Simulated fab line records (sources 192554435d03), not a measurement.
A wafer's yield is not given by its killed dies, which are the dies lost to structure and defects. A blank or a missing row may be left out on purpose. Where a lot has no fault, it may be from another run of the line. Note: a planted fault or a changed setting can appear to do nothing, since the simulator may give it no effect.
Matching of chambers :: flow n5-finfet :: N5_DUMMY_GATE_ETCH_32 on rie-si-06 has 4 sister chambers
The step etches SiO2 in CF4, target depth 3.5 nm, time 3.9 s. 8 wafers are shown with their chamber, then 10 later ones without.

WAFERS PAIRED WITH THEIR CHAMBERS
wafer: L079.1
chamber: 1
throttle-valve-pct (%): 21.48
drypump-motor-current-A (A): 5.1

wafer: L080.3
chamber: 2
throttle-valve-pct (%): 21.58
drypump-motor-current-A (A): 4.9

wafer: L080.5
chamber: 3
throttle-valve-pct (%): 21.86
drypump-motor-current-A (A): 6.3

wafer: L083.2
chamber: 0
throttle-valve-pct (%): 22.07
drypump-motor-current-A (A): 5.2

wafer: L083.5
chamber: 1
throttle-valve-pct (%): 21.48
drypump-motor-current-A (A): 5.0

wafer: L083.6
chamber: 2
throttle-valve-pct (%): 21.59
drypump-motor-current-A (A): 4.9

wafer: L085.2
chamber: 3
throttle-valve-pct (%): 21.87
drypump-motor-current-A (A): 6.4

wafer: L085.5
chamber: 0
throttle-valve-pct (%): 22.09
drypump-motor-current-A (A): 5.2

WAFERS MISSING THEIR CHAMBER
wafer: L085.6
throttle-valve-pct (%): 21.49
drypump-motor-current-A (A): 5.0

wafer: L086.1
throttle-valve-pct (%): 21.49
drypump-motor-current-A (A): 5.0

wafer: L086.3
throttle-valve-pct (%): 21.58
drypump-motor-current-A (A): 4.9

wafer: L086.5
throttle-valve-pct (%): 21.87
drypump-motor-current-A (A): 6.4

wafer: L090.2
throttle-valve-pct (%): 22.10
drypump-motor-current-A (A): 5.2

wafer: L090.3
throttle-valve-pct (%): 21.57
drypump-motor-current-A (A): 4.9

wafer: L090.5
throttle-valve-pct (%): 21.48
drypump-motor-current-A (A): 5.1

wafer: L093.3
throttle-valve-pct (%): 21.56
drypump-motor-current-A (A): 4.9

wafer: L093.4
throttle-valve-pct (%): 21.87
drypump-motor-current-A (A): 6.4

wafer: L093.6
throttle-valve-pct (%): 21.48
drypump-motor-current-A (A): 5.0

WHICH CHAMBER EACH WENT THROUGH
wafer: L085.6
from the rows above: 1
in truth: 1

wafer: L086.1
from the rows above: 1
in truth: 1

wafer: L086.3
from the rows above: 2
in truth: 2

wafer: L086.5
from the rows above: 3
in truth: 3

wafer: L090.2
from the rows above: 0
in truth: 0

wafer: L090.3
from the rows above: 2
in truth: 2

wafer: L090.5
from the rows above: 1
in truth: 1

wafer: L093.3
from the rows above: 2
in truth: 2

wafer: L093.4
from the rows above: 3
in truth: 3

wafer: L093.6
from the rows above: 1
in truth: 1
Placed correctly: 10 of 10. Can't be placed from these rows: 0. Number placed wrongly: 0.
How it was worked out, from the rows above alone: a wafer's distance from a chamber is the root of the sum, over the readings, of the square of ((its reading less the chamber's mean) divided by the reading's scatter). If the next closest chamber is less than 2 further off than the closest, the wafer can't be placed; otherwise it belongs to the closest. A chamber's mean is the mean of its shown wafers. The scatter: take each reading less its chamber's mean, square it, sum over the shown wafers, divide by the number of wafers less the number of chambers, and take the root.
